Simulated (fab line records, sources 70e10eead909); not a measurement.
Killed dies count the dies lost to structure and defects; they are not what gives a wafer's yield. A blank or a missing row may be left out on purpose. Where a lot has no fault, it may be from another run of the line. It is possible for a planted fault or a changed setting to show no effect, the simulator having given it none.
fab line records	flow nand_harc
[record] lots = 24	wafers = 72	last_day = 25
route steps=1159 shown P_GATE@149 P_M0@279 P_M1@296
lots untouched by any fault: they come from a run of this same line in which no faults occurred
start_h: start of the lot's first displayed wafer, in hours after the record's first day	wait_h: hours since the lot's step before	" identical to the entry in the row above	L1.1+2: several wafers, shown together as one row	- no value, or no start was given	* or withheld: withheld	< > ~ a bound
route shown NAME@n: names a module that has steps shown in the file, with the first one's number in the route	usual: the fault-free wafers' mean and standard deviation	same: alike in all rows	chamber/n: place in a boat	sites: each site's reading	_std_site: how widely they spread, as a standard deviation	_edge_site: the outer-site mean with the inner-site mean subtracted	radius_mm: for every site, how far away it sits from the centre of the wafer	mask NAME#n: copy n	behind: the last tool/chamber to shape the wafer	hold: reason for holding the lot/hours on hold/outcome of the hold	device: the n, p or np transistor that did not switch	end of line: the route-end tests of the same wafers	a step with no rows: only its recipe	killed: not the wafer's yield, but the dies lost to structure and defects at the first sort	map: per-die view of a wafer (x killed, . not killed, _ where there is no die)
set.NAME: the run value of the setting; set.NAME@STEP: its run value at that earlier step	model.NAME: the simulator's own value behind a step, which no gauge read
steps of the route over a sample of lots; a table a step, a row a wafer
services: from which hour (start_h, from the record's first day; less than 0 if before it) a tool's chamber was out of use, for how many hours, and why
[[steps]]
[step NHARC_P_GATE_ETCH_32]
[recipe] target_depth_a = 1500	over_etch_frac = 1	over_etch_ion_energy_ev = 40	time_s = 100.1	hbr_flow_sccm = 150	cl2_flow_sccm = 50	rf_w = 400	icp_w = 400	bias_w = 100	chemistry = HBr/Cl2
[usual] drypump_motor_current_A = 5.6/0.41	oes_product_au = 0.999/0.015	rf_fwd_power_W = 397.2/1.5	throttle_valve_pct = 26.406/0.009
lot.wafer	tool	chamber	start_h	wait_h	drypump_motor_current_A	oes_product_au	rf_fwd_power_W	rf_hours_counter_h	throttle_valve_pct
L074.3	rie_si-04	2	94.97	-	6.2	0.995	398.1	1.4	26.408
L074.2	"	3	"	"	5.3	1.013	397.8	1.5	26.408
L074.1	"	1	"	"	6.3	0.984	397.7	1.5	26.400
L075.3	rie_si-01	2	95.49	-	5.3	1.012	399.0	1.2	26.384
L075.2	"	0	"	"	5.6	1.012	399.9	1.0	26.422
L075.4	"	1	"	"	5.6	0.972	398.6	1.1	26.413
L076.2	rie_si-01	2	103.41	-	5.3	1.002	398.6	1.3	26.398
L076.5	"	2	"	"	5.3	1.015	398.4	-	26.408
L076.6	"	3	"	"	5.6	0.994	396.5	-	26.400
L077.1	rie_si-01	1	106.80	-	5.6	0.978	398.8	1.3	26.407
L077.4	"	3	"	"	5.6	0.992	395.2	1.4	26.395
L077.3	"	0	"	"	5.6	1.011	397.1	1.2	26.402
L078.2	rie_si-06	2	107.08	-	6.3	1.002	395.3	0.9	26.422
L078.6	"	1	"	"	5.7	0.986	397.9	-	26.397
L078.5	"	2	"	"	6.3	1.015	397.3	-	26.408
L079.1	rie_si-06	0	122.05	-	6.1	1.006	394.5	1.0	26.420
L079.4	"	2	"	"	6.3	1.018	396.0	1.0	26.410
L079.6	"	0	"	"	6.1	1.006	395.5	-	26.415
L081.1	rie_si-06	0	132.19	-	6.1	1.010	397.2	1.2	26.423
L081.2	"	2	"	"	6.3	1.013	398.6	1.1	26.403
L081.5	"	3	"	"	5.2	0.983	396.2	-	26.412
L080.1	rie_si-04	2	133.02	-	6.3	0.995	396.0	0.2	26.401
L080.6	"	2	"	"	6.3	0.992	396.1	-	26.406
L080.5	"	3	"	"	5.3	1.023	395.9	-	26.400
L082.2	rie_si-01	1	142.83	-	5.6	0.979	395.1	0.0	26.410
L082.1	"	3	"	"	5.6	0.982	394.0	0.1	26.393
L082.5	"	2	"	"	5.2	0.990	398.0	-	26.403
L083.1	rie_si-04	0	143.22	-	4.8	1.000	396.8	0.3	26.391
L083.2	"	2	"	"	6.2	0.999	395.0	0.3	26.402
L083.5	"	0	"	"	4.7	0.996	396.6	-	26.408
L084.4	rie_si-06	1	148.72	-	5.7	0.993	395.4	1.3	26.386
L084.5	"	2	"	"	6.3	1.002	397.1	-	26.409
L084.6	"	3	"	"	5.2	0.969	399.6	-	26.410
L086.1	rie_si-06	0	165.71	-	6.1	1.011	397.4	1.5	26.400
L086.2	"	1	"	"	5.7	0.992	397.9	1.4	26.409
L086.6	"	0	"	"	6.1	1.001	397.8	-	26.413
L087.1	rie_si-01	1	165.74	-	5.6	0.986	398.8	0.2	26.406
L087.3	"	2	"	"	5.2	0.994	398.7	0.2	26.431
L087.5	"	1	"	"	5.6	0.995	398.4	-	26.408
L085.4	rie_si-04	0	166.04	-	4.8	1.002	397.2	0.5	26.396
L085.1	"	3	"	"	5.3	1.023	398.6	0.5	26.419
L085.6	"	0	"	"	4.7	1.007	395.9	-	26.406
L088.4	rie_si-01	0	170.16	-	5.6	1.020	397.8	0.3	26.411
L088.1	"	2	"	"	5.2	0.997	397.0	0.3	26.397
L088.5	"	1	"	"	5.6	0.975	399.9	-	26.396
L090.4	rie_si-01	2	186.22	-	5.2	0.995	398.3	0.4	26.400
L090.1	"	1	"	"	5.6	0.987	400.5	0.5	26.410
L090.6	"	2	"	"	5.2	0.995	397.3	-	26.410
L089.1	rie_si-01	2	186.71	-	5.2	1.006	398.2	0.5	26.408
L089.3	"	0	"	"	5.7	1.026	397.1	0.5	26.391
L089.6	"	2	"	"	5.2	0.995	397.9	-	26.419
L091.3	rie_si-06	0	193.26	-	6.1	0.994	395.8	0.0	26.417
L091.1	"	2	"	"	6.3	0.996	397.5	0.0	26.395
L091.2	"	3	"	"	5.2	0.982	397.8	0.0	26.412
L092.2	rie_si-04	1	197.77	-	6.3	0.993	396.1	0.8	26.415
L092.1	"	2	"	"	6.2	0.987	395.5	0.7	26.406
L092.6	"	1	"	"	6.3	1.003	395.7	-	26.397
L093.3	rie_si-01	2	204.67	-	5.3	0.990	398.8	0.6	26.394
L093.1	"	1	"	"	5.6	0.978	396.2	0.6	26.414
L093.6	"	2	"	"	5.2	0.985	399.1	-	26.395
L094.4	rie_si-01	1	212.49	-	5.6	0.990	399.1	0.7	26.391
L094.2	"	2	"	"	5.2	0.989	400.8	0.7	26.415
L094.5	"	0	"	"	5.6	1.012	397.9	-	26.393
L095.3	rie_si-04	3	212.63	-	5.3	1.012	396.8	0.9	26.412
L095.4	"	1	"	"	6.3	1.009	396.7	0.9	26.404
L095.5	"	0	"	"	4.7	1.003	398.9	-	26.396
L096.2	rie_si-01	1	217.95	-	5.6	0.984	397.6	0.8	26.406
L096.1	"	2	"	"	5.2	0.985	399.0	0.8	26.412
L096.6	"	1	"	"	5.6	0.984	397.2	-	26.408
L097.4	rie_si-01	3	229.26	-	5.6	1.001	396.0	0.9	26.409
L097.3	"	0	"	"	5.6	1.021	398.1	0.9	26.411
L097.6	"	1	"	"	5.6	0.982	396.5	-	26.390
[step NHARC_P_GATE_STRIP_101]
[recipe] time_s = 20	o2_flow_sccm = 500	ar_flow_sccm = 0	bias_w = 0	chemistry = O2
[usual] drypump_motor_current_A = 5.8/0.35	mfc_ar_sccm = 0.013/0.014	oes_product_au = 0.999/0.013	rf_vpp_V = 57.7/0.88	showerhead_plenum_p_Torr = 3.53/0.093	throttle_valve_pct = 17.036/0.0092
lot.wafer	tool	chamber	start_h	wait_h	drypump_motor_current_A	mfc_ar_sccm	oes_product_au	rf_hours_counter_h	rf_vpp_V	showerhead_plenum_p_Torr	throttle_valve_pct
L074.3	rie_diel-05	1	105.44	0.1	5.8	0.012	1.024	20	56.5	3.47	17.023
L074.1	"	3	"	"	5.7	0.005	0.995	19	59.0	3.62	17.044
L074.2	"	0	"	"	5.9	0	0.985	20	57.3	3.58	17.041
L075.2	rie_diel-05	2	105.75	0.1	6.1	0.018	0.986	20	56.5	3.47	17.035
L075.3	"	0	"	"	6.0	0	0.986	20	57.2	3.58	17.029
L075.4	"	1	"	"	5.8	0.012	1.005	20	57.8	3.47	17.030
L076.2	rie_diel-02	0	113.82	0.1	5.0	0.034	0.995	48	57.6	3.58	17.038
L076.6	"	2	"	"	5.9	0.044	1.002	-	59.2	3.42	17.049
L076.5	"	3	"	"	6.2	0	1.023	-	57.1	3.56	17.048
L077.3	rie_diel-05	0	117.19	0.1	6.0	0	0.992	22	57.5	3.58	17.027
L077.1	"	1	"	"	5.8	0.012	1.012	23	56.1	3.47	17.028
L077.4	"	2	"	"	6.1	0.018	0.996	23	55.8	3.46	17.019
L078.2	rie_diel-02	0	117.56	0.1	5.1	0.034	0.995	50	57.7	3.58	17.049
L078.6	"	1	"	"	6.0	0.006	1.012	-	58.9	3.68	17.045
L078.5	"	2	"	"	5.9	0.044	1.003	-	57.3	3.42	17.053
L079.1	rie_diel-05	0	132.54	0.1	5.9	0	0.989	24	56.7	3.58	17.058
L079.4	"	2	"	"	6.1	0.018	0.987	26	56.8	3.46	17.033
L079.6	"	0	"	"	5.9	0	0.988	-	58.3	3.58	17.039
L081.2	rie_diel-08	0	142.69	0.1	6.1	0	0.973	5	57.2	3.37	17.039
L081.1	"	3	"	"	5.3	0	0.988	6	57.4	3.65	17.037
L081.5	"	1	"	"	5.0	0.017	1.020	-	58.8	3.47	17.030
L080.1	rie_diel-08	1	143.43	0.1	5.1	0.017	1.034	4	56.4	3.47	17.046
L080.5	"	3	"	"	5.3	0	0.989	-	58.5	3.65	17.030
L080.6	"	0	"	"	6.1	0	0.983	-	56.9	3.37	17.042
L083.2	rie_diel-05	0	153.58	0.1	5.9	0	0.984	27	57.9	3.58	17.037
L083.1	"	1	"	"	5.8	0.012	1.017	28	58.0	3.46	17.039
L083.5	"	3	"	"	5.8	0.005	1.002	-	57.5	3.62	17.042
L082.1	rie_diel-05	3	158.26	0.1	5.7	0.005	1.007	27	59.7	3.62	17.037
L082.2	"	0	"	"	5.9	0	0.984	27	57.9	3.58	17.059
L082.5	"	0	"	"	6.0	0	0.984	-	58.5	3.58	17.023
L084.4	rie_diel-05	2	159.82	0.1	6.1	0.018	0.995	30	57.1	3.46	17.034
L084.5	"	0	"	"	6.0	0	0.980	-	58.4	3.58	17.048
L084.6	"	1	"	"	5.8	0.012	0.999	-	57.6	3.46	17.043
L086.1	rie_diel-05	1	176.16	0.1	5.8	0.012	1.009	1	57.9	3.46	17.038
L086.2	"	2	"	"	6.2	0.018	1.005	1	58.4	3.46	17.039
L086.6	"	1	"	"	5.8	0.012	1.005	-	56.6	3.46	17.035
L087.3	rie_diel-02	0	176.17	0.1	5.1	0.034	1.007	10	57.5	3.56	17.040
L087.1	"	2	"	"	5.9	0.044	1.004	9	57.4	3.41	17.048
L087.5	"	0	"	"	5.1	0.034	1.007	-	56.5	3.56	17.050
L085.4	rie_diel-02	3	176.44	0.1	6.2	0	1.012	11	58.1	3.55	17.040
L085.1	"	2	"	"	5.9	0.044	1.012	9	57.0	3.41	17.033
L085.6	"	0	"	"	5.1	0.034	0.997	-	56.2	3.56	17.033
L088.1	rie_diel-05	3	182.49	0.1	5.7	0.005	1.032	2	57.1	3.62	17.027
L088.4	"	2	"	"	6.1	0.018	0.998	-	58.2	3.46	17.037
L088.5	"	3	"	"	5.7	0.005	1.028	-	57.2	3.62	17.058
L090.1	rie_diel-05	2	196.64	0.1	6.1	0.018	0.988	6	57.5	3.46	17.023
L090.4	"	3	"	"	5.8	0.005	1.013	-	57.2	3.62	17.025
L090.6	"	2	"	"	6.1	0.018	0.985	-	58.6	3.46	17.035
L089.3	rie_diel-02	1	197.10	0.1	6.0	0.006	0.991	15	59.3	3.66	17.040
L089.1	"	0	"	"	5.0	0.034	1.000	16	58.3	3.56	17.022
L089.6	"	2	"	"	5.9	0.044	0.995	-	57.8	3.40	17.038
L091.1	rie_diel-05	2	203.78	0.1	6.2	0.018	0.992	9	57.8	3.46	17.048
L091.2	"	3	"	"	5.7	0.005	1.029	9	58.6	3.61	17.037
L091.3	"	0	"	"	5.9	0	0.988	6	58.6	3.58	17.022
L092.2	rie_diel-08	0	208.61	0.4	6.2	0	0.980	32	56.4	3.35	17.021
L092.1	"	2	"	"	5.9	0.033	1.003	28	57.5	3.65	17.035
L092.6	"	3	"	"	5.3	0	0.982	-	58.3	3.64	17.026
L093.1	rie_diel-02	0	215.65	0.6	5.1	0.034	0.999	25	57.4	3.56	17.012
L093.3	"	3	"	"	6.2	0	1.008	25	56.4	3.54	17.036
L093.6	"	1	"	"	6.0	0.006	0.988	-	58.1	3.66	17.032
L094.2	rie_diel-02	0	222.97	0.1	5.1	0.034	1.008	28	58.3	3.55	17.031
L094.4	"	3	"	"	6.2	0	1.003	27	56.9	3.54	17.040
L094.5	"	0	"	"	5.0	0.034	1.009	-	57.8	3.55	17.032
L095.3	rie_diel-05	2	223.30	0.3	6.2	0.018	0.990	12	58.1	3.45	17.038
L095.4	"	3	"	"	5.7	0.005	1.017	12	58.1	3.61	17.051
L095.5	"	2	"	"	6.2	0.018	0.990	-	58.6	3.45	17.028
L096.1	rie_diel-08	1	228.36	0.1	5.0	0.017	1.006	34	57.1	3.45	17.036
L096.2	"	3	"	"	5.3	0	0.994	40	58.6	3.64	17.038
L096.6	"	0	"	"	6.1	0	0.979	-	56.5	3.35	17.038
L097.3	rie_diel-08	1	239.56	0.1	5.0	0.017	1.003	37	57.6	3.45	17.042
L097.4	"	2	"	"	5.9	0.033	0.988	37	55.9	3.64	17.027
L097.6	"	1	"	"	5.0	0.017	0.990	-	57.3	3.45	17.026
[step NHARC_P_GATE_CD_MEAS_59]
[recipe] target_cd_nm = 720	landing_energy_ev = 500
[usual] cd_nm = 722.0/1.9
lot.wafer	tool	chamber	start_h	wait_h	cd_nm
L074.1	cd_sem-02	0	108.78	-	720.9
L074.2	"	0	"	"	718.4
L074.3	"	0	"	"	718.9
L075.2	cd_sem-01	0	109.16	-	722.3
L075.3	"	0	"	"	722.0
L075.4	"	0	"	"	723.7
L076.2	cd_sem-02	0	116.81	-	721.6
L076.5	"	0	"	"	719.9
L076.6	"	0	"	"	724.3
L077.1	cd_sem-03	0	119.90	-	720.3
L077.3	"	0	"	"	720.6
L077.4	"	0	"	"	722.6
L078.2	cd_sem-03	0	120.11	-	720.9
L078.5	"	0	"	"	718.9
L078.6	"	0	"	"	719.8
L079.1	cd_sem-03	0	134.97	-	721.8
L079.4	"	0	"	"	721.6
L079.6	"	0	"	"	720.1
L081.1	cd_sem-02	0	145.20	-	721.1
L081.2	"	0	"	"	722.1
L081.5	"	0	"	"	722.5
L080.1	cd_sem-03	0	146.16	-	722.8
L080.5	"	0	"	"	720.0
L080.6	"	0	"	"	720.1
L083.1	cd_sem-01	0	156.00	-	724.9
L083.2	"	0	"	"	722.7
L083.5	"	0	"	"	722.4
L082.1	cd_sem-03	0	160.80	-	722.6
L082.2	"	0	"	"	722.2
L082.5	"	0	"	"	723.6
L084.4	cd_sem-02	0	162.39	-	721.8
L084.5	"	0	"	"	722.4
L084.6	"	0	"	"	720.0
L086.1	cd_sem-01	0	178.84	-	723.9
L086.2	"	0	"	"	727.5
L086.6	"	0	"	"	725.5
L087.1	cd_sem-01	0	179.08	-	721.5
L087.3	"	0	"	"	721.2
L087.5	"	0	"	"	721.9
L085.1	cd_sem-02	0	179.48	-	725.2
L085.4	"	0	"	"	724.6
L085.6	"	0	"	"	724.9
L088.1	cd_sem-03	0	184.96	-	721.8
L088.4	"	0	"	"	721.8
L088.5	"	0	"	"	721.4
L090.1	cd_sem-03	0	199.31	-	722.5
L090.4	"	0	"	"	723.0
L090.6	"	0	"	"	722.2
L089.1	cd_sem-02	0	199.73	-	722.8
L089.3	"	0	"	"	723.0
L089.6	"	0	"	"	720.2
L091.1	cd_sem-03	0	206.35	-	722.3
L091.2	"	0	"	"	720.8
L091.3	"	0	"	"	722.3
L092.1	cd_sem-01	0	211.04	-	722.6
L092.2	"	0	"	"	720.9
L092.6	"	0	"	"	719.9
L093.1	cd_sem-03	0	218.09	-	719.6
L093.3	"	0	"	"	719.5
L093.6	"	0	"	"	720.3
L094.2	cd_sem-03	0	225.52	-	721.6
L094.4	"	0	"	"	723.1
L094.5	"	0	"	"	724.5
L095.3	cd_sem-02	0	225.99	-	724.6
L095.4	"	0	"	"	720.0
L095.5	"	0	"	"	721.3
L096.1	cd_sem-02	0	231.03	-	724.6
L096.2	"	0	"	"	722.2
L096.6	"	0	"	"	723.7
L097.3	cd_sem-03	0	242.26	-	722.5
L097.4	"	0	"	"	722.2
L097.6	"	0	"	"	720.2
[step NHARC_P_M0_THK_MEAS_24]
[recipe] thk_meas_gauge = xrf
[usual] thk_nm = 116.9/1.5
lot.wafer	tool	chamber	start_h	wait_h	thk_nm
L074.1	film_metro-02	-	129.09	-	115.2
L074.2	"	-	"	"	114.5
L074.3	"	-	"	"	114.9
L075.2	film_metro-02	-	129.78	-	120.0
L075.3	"	-	"	"	118.4
L075.4	"	-	"	"	117.1
L076.2	film_metro-01	-	135.94	-	117.6
L076.5	"	-	"	"	114.9
L076.6	"	-	"	"	117.2
L077.1	film_metro-01	-	137.37	-	115.3
L077.3	"	-	"	"	115.3
L077.4	"	-	"	"	115.9
L078.2	film_metro-02	-	137.53	-	117.4
L078.5	"	-	"	"	116.5
L078.6	"	-	"	"	115.0
L079.1	film_metro-01	-	151.89	-	117.3
L079.4	"	-	"	"	116.1
L079.6	"	-	"	"	116.2
L081.1	film_metro-01	-	162.50	-	117.1
L081.2	"	-	"	"	116.2
L081.5	"	-	"	"	117.2
L080.1	film_metro-01	-	162.99	-	114.7
L080.5	"	-	"	"	116.9
L080.6	"	-	"	"	115.6
L083.1	film_metro-02	-	171.66	-	116.2
L083.2	"	-	"	"	116.4
L083.5	"	-	"	"	116.7
L082.1	film_metro-02	-	174.95	-	117.4
L082.2	"	-	"	"	117.8
L082.5	"	-	"	"	118.5
L084.4	film_metro-01	-	175.52	-	118.0
L084.5	"	-	"	"	118.1
L084.6	"	-	"	"	118.9
L086.1	film_metro-02	-	196.17	-	116.2
L086.2	"	-	"	"	118.6
L086.6	"	-	"	"	116.0
L087.1	film_metro-02	-	196.60	-	118.6
L087.3	"	-	"	"	119.3
L087.5	"	-	"	"	117.4
L085.1	film_metro-02	-	196.82	-	115.7
L085.4	"	-	"	"	115.9
L085.6	"	-	"	"	114.8
L088.1	film_metro-02	-	199.90	-	117.3
L088.4	"	-	"	"	118.0
L088.5	"	-	"	"	116.6
L090.1	film_metro-01	-	214.56	-	116.5
L090.4	"	-	"	"	114.7
L090.6	"	-	"	"	117.6
L089.1	film_metro-02	-	215.25	-	118.0
L089.3	"	-	"	"	117.1
L089.6	"	-	"	"	119.8
L091.1	film_metro-02	-	221.89	-	115.2
L091.2	"	-	"	"	116.0
L091.3	"	-	"	"	113.5
L092.1	film_metro-02	-	224.51	-	117.7
L092.2	"	-	"	"	117.9
L092.6	"	-	"	"	118.4
L093.1	film_metro-02	-	233.55	-	116.3
L093.3	"	-	"	"	118.0
L093.6	"	-	"	"	115.4
L094.2	film_metro-02	-	238.94	-	118.1
L094.4	"	-	"	"	117.0
L094.5	"	-	"	"	118.4
L095.3	film_metro-01	-	239.43	-	114.5
L095.4	"	-	"	"	116.8
L095.5	"	-	"	"	115.8
L096.1	film_metro-01	-	244.63	-	116.6
L096.2	"	-	"	"	117.5
L096.6	"	-	"	"	116.2
L097.3	film_metro-02	-	255.55	-	119.3
L097.4	"	-	"	"	119.2
L097.6	"	-	"	"	119.1
[step NHARC_P_M0_DEP_32]
[recipe] target_thk_a = 300	temp_c = 370	target_thk_nm = 30	pressure_torr = 3	flow_sccm = 200	rf_w = 450	material = SiCN
[usual] heater_power_w = 558/79	rf_fwd_power_W = 449.0/1.3	susceptor_temp_C = 369.97/0.2
lot.wafer	tool	chamber	start_h	wait_h	heater_power_w	rf_fwd_power_W	susceptor_temp_C
L074.1	pecvd-02	2	129.39	0.1	464	451.8	370.04
L074.2	"	0	"	"	679	450.4	369.92
L074.3	"	1	"	"	493	449.3	369.91
L075.3	pecvd-02	0	130.12	0.1	700	449.5	370.19
L075.2	"	1	"	"	477	447.9	370.19
L075.4	"	0	"	"	695	447.7	370.24
L076.2	pecvd-02	0	136.27	0.1	676	449.9	370.41
L076.5	"	0	"	"	711	450.5	370.01
L076.6	"	1	"	"	457	450.0	369.64
L077.1	pecvd-02	1	137.67	0.1	503	447.1	370.06
L077.3	"	0	"	"	649	447.1	370.15
L077.4	"	1	"	"	491	447.5	369.91
L078.2	pecvd-03	1	137.83	0.1	559	449.8	369.77
L078.6	"	1	"	"	573	450.5	369.90
L078.5	"	0	"	"	552	447.6	369.89
L079.1	pecvd-02	1	152.28	0.1	541	448.1	369.93
L079.4	"	2	"	"	522	448.6	370.07
L079.6	"	0	"	"	665	447.8	369.67
L081.1	pecvd-03	1	163.07	0.1	607	446.3	370.02
L081.2	"	0	"	"	498	450.0	369.90
L081.5	"	1	"	"	621	448.9	370.22
L080.1	pecvd-03	0	163.99	0.1	601	451.8	370.09
L080.5	"	1	"	"	616	447.6	370.24
L080.6	"	2	"	"	618	449.8	369.82
L083.2	pecvd-04	1	171.96	0.1	418	450.7	369.95
L083.1	"	2	"	"	614	448.0	370.30
L083.5	"	1	"	"	413	447.8	370.26
L082.2	pecvd-04	0	175.30	0.1	493	451.1	370.05
L082.1	"	1	"	"	466	449.4	370.11
L082.5	"	0	"	"	485	449.7	370.10
L084.6	pecvd-04	2	175.95	0.2	654	448.9	370.15
L084.4	"	0	"	"	483	447.9	370.15
L084.5	"	1	"	"	425	449.9	369.73
L086.1	pecvd-03	2	196.59	0.1	661	446.7	369.81
L086.2	"	1	"	"	638	449.2	369.81
L086.6	"	2	"	"	654	448.3	369.93
L087.3	pecvd-02	2	196.97	0.1	460	449.3	370.21
L087.1	"	0	"	"	677	446.5	369.65
L087.5	"	0	"	"	654	447.6	369.87
L085.1	pecvd-02	2	197.63	0.1	498	447.2	369.99
L085.4	"	1	"	"	402	451.5	369.63
L085.6	"	2	"	"	493	449.6	370.22
L088.1	pecvd-03	0	200.21	0.1	584	448.9	370.08
L088.5	"	1	"	"	630	449.2	370.12
L088.4	"	2	"	"	657	450.7	370.25
L090.1	pecvd-04	1	214.87	0.1	465	449.9	370.10
L090.4	"	1	"	"	465	449.1	369.93
L090.6	"	0	"	"	503	448.9	370.17
L089.1	pecvd-04	2	215.55	0.1	592	449.3	369.70
L089.3	"	0	"	"	542	447.2	370.22
L089.6	"	1	"	"	369	449.2	369.97
L091.2	pecvd-03	2	222.21	0.1	647	447.9	369.93
L091.1	"	0	"	"	610	449.0	369.93
L091.3	"	1	"	"	649	448.7	369.89
L092.2	pecvd-02	0	224.82	0.1	562	449.4	370.13
L092.1	"	2	"	"	516	446.4	369.88
L092.6	"	2	"	"	521	448.2	370.02
L093.3	pecvd-03	0	233.85	0.1	604	448.3	369.87
L093.1	"	1	"	"	674	449.4	369.93
L093.6	"	2	"	"	585	448.5	370.07
L094.2	pecvd-03	0	239.24	0.1	547	449.8	370.16
L094.4	"	1	"	"	655	447.2	370.07
L094.5	"	2	"	"	563	450.1	369.99
L095.3	pecvd-04	2	239.77	0.1	627	450.2	369.93
L095.4	"	1	"	"	449	450.2	369.95
L095.5	"	0	"	"	497	448.8	370.02
L096.1	pecvd-04	0	244.93	0.1	535	447.9	369.29
L096.2	"	2	"	"	562	449.9	370.00
L096.6	"	0	"	"	526	447.6	370.04
L097.3	pecvd-02	1	255.94	0.1	457	450.4	369.81
L097.4	"	2	"	"	549	449.4	370.07
L097.6	"	0	"	"	612	451.1	370.34
[step NHARC_P_M1_OVL_MEAS_10]
[recipe] pitch_nm = 260
[usual] overlay_x_nm = 0.2/0.88	overlay_y_nm = -0.1/0.87
lot.wafer	tool	chamber	start_h	wait_h	overlay_x_nm	overlay_y_nm
L074.1	overlay-02	-	130.72	-	1.8	-0.1
L074.2	"	-	"	"	1.7	-0.1
L074.3	"	-	"	"	2.3	-0.5
L075.2	overlay-02	-	131.41	-	-1.2	1.7
L075.3	"	-	"	"	-1.0	1.3
L075.4	"	-	"	"	-0.5	1.1
L076.2	overlay-02	-	137.59	-	0.2	-0.1
L076.5	"	-	"	"	0.3	0.2
L076.6	"	-	"	"	0.7	-0.2
L077.1	overlay-01	-	138.98	-	-0.3	-0.1
L077.3	"	-	"	"	0.2	-0.6
L077.4	"	-	"	"	-0.1	-0.5
L078.2	overlay-02	-	139.18	-	-1.5	1.1
L078.5	"	-	"	"	-1.1	0.2
L078.6	"	-	"	"	-1.6	0.6
L079.1	overlay-02	-	153.39	-	1.2	-0.5
L079.4	"	-	"	"	0.9	-0.3
L079.6	"	-	"	"	1.2	-0.8
L081.1	overlay-01	-	164.58	-	0.4	0.0
L081.2	"	-	"	"	-0.1	0.8
L081.5	"	-	"	"	0.3	0.7
L080.1	overlay-01	-	165.32	-	0.2	0.4
L080.5	"	-	"	"	0.3	0.4
L080.6	"	-	"	"	0.9	-0.1
L083.1	overlay-02	-	173.27	-	0.5	0.4
L083.2	"	-	"	"	-0.1	0.0
L083.5	"	-	"	"	0.4	0.4
L082.1	overlay-02	-	176.60	-	-1.1	0.5
L082.2	"	-	"	"	-1.7	0.9
L082.5	"	-	"	"	-1.4	0.1
L084.4	overlay-01	-	177.16	-	-0.3	-0.8
L084.5	"	-	"	"	-0.5	-1.3
L084.6	"	-	"	"	0.0	-1.6
L086.1	overlay-01	-	198.11	-	0.3	-0.2
L086.2	"	-	"	"	0.3	0.0
L086.6	"	-	"	"	0.3	0.1
L087.1	overlay-02	-	198.34	-	-0.1	2.0
L087.3	"	-	"	"	0.2	1.5
L087.5	"	-	"	"	0.3	1.5
L085.1	overlay-01	-	198.90	-	-0.9	-0.8
L085.4	"	-	"	"	-1.1	-1.1
L085.6	"	-	"	"	-1.1	-1.0
L088.1	overlay-01	-	201.42	-	1.3	-1.8
L088.4	"	-	"	"	1.3	-2.1
L088.5	"	-	"	"	1.4	-2.5
L090.1	overlay-01	-	216.07	-	-0.4	-1.2
L090.4	"	-	"	"	-0.3	-1.4
L090.6	"	-	"	"	-0.4	-0.6
L089.1	overlay-02	-	216.76	-	0.6	0.2
L089.3	"	-	"	"	0.6	-0.1
L089.6	"	-	"	"	0.9	-0.1
L091.1	overlay-01	-	223.52	-	-0.6	0.2
L091.2	"	-	"	"	-0.3	0.3
L091.3	"	-	"	"	0.0	0.2
L092.1	overlay-02	-	226.02	-	1.9	0.7
L092.2	"	-	"	"	1.4	0.4
L092.6	"	-	"	"	1.2	0.3
L093.1	overlay-01	-	235.18	-	0.1	0.2
L093.3	"	-	"	"	-0.1	0.4
L093.6	"	-	"	"	0.1	0.3
L094.2	overlay-01	-	240.56	-	1.0	-0.7
L094.4	"	-	"	"	0.8	0.3
L094.5	"	-	"	"	0.7	0.0
L095.3	overlay-02	-	241.07	-	-0.5	-0.7
L095.4	"	-	"	"	-0.2	-1.4
L095.5	"	-	"	"	-0.3	-1.0
L096.1	overlay-01	-	246.16	-	1.2	0.1
L096.2	"	-	"	"	1.2	0.4
L096.6	"	-	"	"	0.8	-0.6
L097.3	overlay-01	-	257.32	-	-0.6	-1.6
L097.4	"	-	"	"	-0.3	-1.6
L097.6	"	-	"	"	-1.0	-1.5
[[services]]
tool	chamber	start_h	hours	kind
rie_diel-05	0	93.99	-	clean
rie_si-04	-	99.00	9.0	pm
pecvd-03	-	111.00	13.0	pm
rie_si-04	3	112.96	6.6	repair
rie_diel-02	-	115.16	0.4	repair
rie_diel-08	-	124.82	9.0	pm
rie_si-01	-	127.00	9.0	pm
rie_diel-05	1	140.06	5.8	repair
rie_diel-02	1	149.00	4.4	repair
rie_diel-02	-	151.47	9.0	pm
pecvd-02	-	153.12	13.0	pm
rie_diel-05	-	163.69	9.0	pm
rie_diel-08	2	167.35	5.3	repair
rie_diel-05	1	181.30	29.0	repair
rie_si-06	-	183.00	9.0	pm
rie_diel-05	0	192.09	8.7	repair
pecvd-04	-	195.00	13.0	pm
rie_si-04	0	195.83	7.8	repair
pecvd-03	1	211.71	5.7	repair
rie_si-01	1	238.54	2.2	repair
rie_diel-08	0	240.17	12.9	repair
pecvd-04	-	240.46	0.5	repair
pecvd-03	2	245.31	16.2	repair
rie_si-01	0	253.06	12.1	repair
[[key]]
fault none
